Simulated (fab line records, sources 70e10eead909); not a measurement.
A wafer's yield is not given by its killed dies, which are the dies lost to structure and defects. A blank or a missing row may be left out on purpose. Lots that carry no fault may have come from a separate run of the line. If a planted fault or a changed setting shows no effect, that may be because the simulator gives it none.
Chamber matching -- flow nand_harc -- 4 sister chambers for NHARC_A_CHANNEL_FILL_D2_ETCHBACK_19 on rie_si-05
The step etches the open film in HBr/Cl2, target depth 5 nm, time 1.7 s. 16 wafers are shown with their chamber, then 8 later ones without.

== WAFERS WITH THEIR CHAMBER ==
wafer,chamber,drypump_motor_current_A (A),oes_product_au (a.u.),throttle_valve_pct (%)
L074.1,3,5.8,1.012,26.407
L074.4,0,5.1,0.989,26.407
L074.6,3,5.8,1.016,26.404
L077.4,1,6.2,1.008,26.409
L077.5,3,5.8,1.016,26.416
L077.6,2,5.2,1.006,26.430
L078.3,2,5.1,1.000,26.421
L078.5,2,5.1,0.992,26.393
L078.6,3,5.8,1.017,26.409
L082.1,2,5.1,0.983,26.417
L082.2,1,6.2,1.006,26.395
L082.4,0,5.0,0.997,26.392
L085.1,1,6.2,1.008,26.406
L085.3,3,5.8,1.002,26.408
L085.4,2,5.1,0.993,26.419
L088.1,1,6.1,1.004,26.398

SIGNATURES (averages over the wafers above)
reading,chamber 0,chamber 1,chamber 2,chamber 3,scatter within a chamber
drypump_motor_current_A,5.050,6.175,5.120,5.800,0.0413
oes_product_au,0.99300,1.00650,0.99480,1.01260,0.00646
throttle_valve_pct,26.39950,26.40200,26.41600,26.40880,0.00949
Rule: distance of a wafer from a chamber = root of the sum over the readings of ((wafer's reading minus chamber's mean) / reading's scatter) squared. If the next closest chamber is less than 2 further off than the closest, the wafer can't be placed; otherwise it belongs to the closest. How the scatter is found: for the shown wafers, subtract from each reading the mean of its chamber, square and add these, divide the total by (wafers less chambers), then take the root.

== WAFERS WITH NO CHAMBER GIVEN ==
wafer,drypump_motor_current_A (A),oes_product_au (a.u.),throttle_valve_pct (%)
L088.5,6.1,1.000,26.426
L088.6,5.0,0.982,26.394
L093.1,5.8,0.996,26.415
L093.2,5.2,1.018,26.394
L093.4,6.1,1.013,26.404
L094.1,6.2,1.011,26.416
L094.2,5.1,1.011,26.396
L094.5,5.1,0.997,26.403

== WHICH CHAMBER EACH ONE RAN IN ==
wafer,from the rows above,in truth
L088.5,1,1
L088.6,0,0
L093.1,3,3
L093.2,can't be placed: 2 or 0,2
L093.4,1,1
L094.1,1,1
L094.2,can't be placed: 0 or 2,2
L094.5,can't be placed: 0 or 2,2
Correctly placed: 5 of 8. Cannot be placed on the basis of these rows: 3; the candidates contain the true chamber in 3. Number placed wrongly: 0.
